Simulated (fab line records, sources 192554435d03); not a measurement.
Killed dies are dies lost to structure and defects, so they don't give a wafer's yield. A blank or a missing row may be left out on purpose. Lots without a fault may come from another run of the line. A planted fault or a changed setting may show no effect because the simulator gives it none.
Split-lot experiment | flow n5_finfet | 7 lots, 21 wafers read, on a route of 1938 steps

THE SPLIT
At N5_PASSIVATION_ETCH_54 (etches SiO2 in CHF3/O2, target depth 880 nm, time 440 s), the setting bias_w was moved away from the recipe's 170 W on 10 of the 21 wafers read, by -17.5% to +9.6%. The other wafers ran this setting at the recipe's value.

The reading is taken at the split's own step.

THE READING
rf_vpp_V, in V, at N5_PASSIVATION_ETCH_54 (etches SiO2 in CHF3/O2, target depth 880 nm, time 440 s). Fault-free wafers of this fab line usually give 520 V, standard deviation 9.2 V.

wafer  | tool, chamber at the split | bias_w as run, W | against the recipe | rf_vpp_V, V | against lot-mates on the recipe
L074.1 | rie_diel-03, 3             | 141.6            | -16.7%             | 464         | -66
L074.2 | rie_diel-03, 2             | 170              | recipe             | 530         | -
L074.3 | rie_diel-03, 0             | 141.6            | -16.7%             | 439         | -91
L081.1 | rie_diel-04, 1             | 140.2            | -17.5%             | 448         | -62
L081.3 | rie_diel-04, 0             | 170              | recipe             | 510         | -
L081.4 | rie_diel-04, 2             | 140.2            | -17.5%             | 446         | -64
L086.3 | rie_diel-04, 2             | 186.4            | +9.6%              | 559         | +36
L086.4 | rie_diel-04, 1             | 170              | recipe             | 523         | -
L086.5 | rie_diel-04, 1             | 186.4            | +9.6%              | 565         | +42
L090.1 | rie_diel-05, 0             | 170              | recipe             | 522         | -
L090.3 | rie_diel-05, 1             | 170              | recipe             | 516         | -
L090.4 | rie_diel-05, 2             | 170              | recipe             | 527         | -
L092.3 | rie_diel-04, 1             | 170              | recipe             | 525         | -
L092.5 | rie_diel-04, 0             | 145.6            | -14.4%             | 449         | -76
L092.6 | rie_diel-04, 3             | 145.6            | -14.4%             | 450         | -75
L095.3 | rie_diel-05, 0             | 170              | recipe             | 522         | -
L095.4 | rie_diel-05, 1             | 170              | recipe             | 516         | -
L095.6 | rie_diel-05, 1             | 170              | recipe             | 516         | -
L096.1 | rie_diel-04, 0             | 148.8            | -12.5%             | 458         | -54
L096.3 | rie_diel-04, 3             | 170              | recipe             | 512         | -
L096.4 | rie_diel-04, 1             | 148.8            | -12.5%             | 472         | -40

THE FIT
A straight line over all 21 wafers: rf_vpp_V changes by +4.34 V for each +1% of bias_w; r = +0.98; the points scatter about the line by 7.3 V.
The same after taking each lot's own level away (the mean of its wafers on the recipe; 21 wafers): +4.26 V for each +1%; r = +0.98; scatter 8.5 V.
On that fit, the largest move of bias_w shifts the reading by 75 V.
The lots' own levels span 510.0 to 530.0 V, that is 2.2 times the standard deviation above.
So the lot-to-lot level changes the slope little: the two slopes agree.
Check: with one of the wafers moved furthest among these (-17.5%) left out of the fit, the line predicts -77.5 V for it against its lot-mates. It came out at -62 V against them.
Tool readings at the split's step, against how far the setting was moved: rf_vpp_V r = +0.98.

OTHER SPLITS ON THESE WAFERS
These wafers also went through other splits before the reading. Each is held against what the fit with the lots' levels taken away leaves over:
other split on the same wafers    | wafers away from the commonest value | r with rf_vpp_V (lot level and that fit taken away)
N5_BEOL_M14_PEB_08 peb_temp_c     | 9                                    | -0.26
N5_BEOL_M14_ETCH_68 time_s        | 5                                    | -0.24
N5_BEOL_M14_TRENCH_ETCH_34 bias_w | 2                                    | +0.07
N5_MIM_BOT_ETCH_ETCH_04 source_w  | 8                                    | +0.10
N5_PASSIVATION_PECVD_55 time_s    | 8                                    | +0.25
N5_PASSIVATION_EXPOSE_07 dose_mj  | 11                                   | -0.33

THE FILE'S OWN FIT
rf_vpp_V changes by +4.27 V for each +1% of bias_w, r = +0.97.
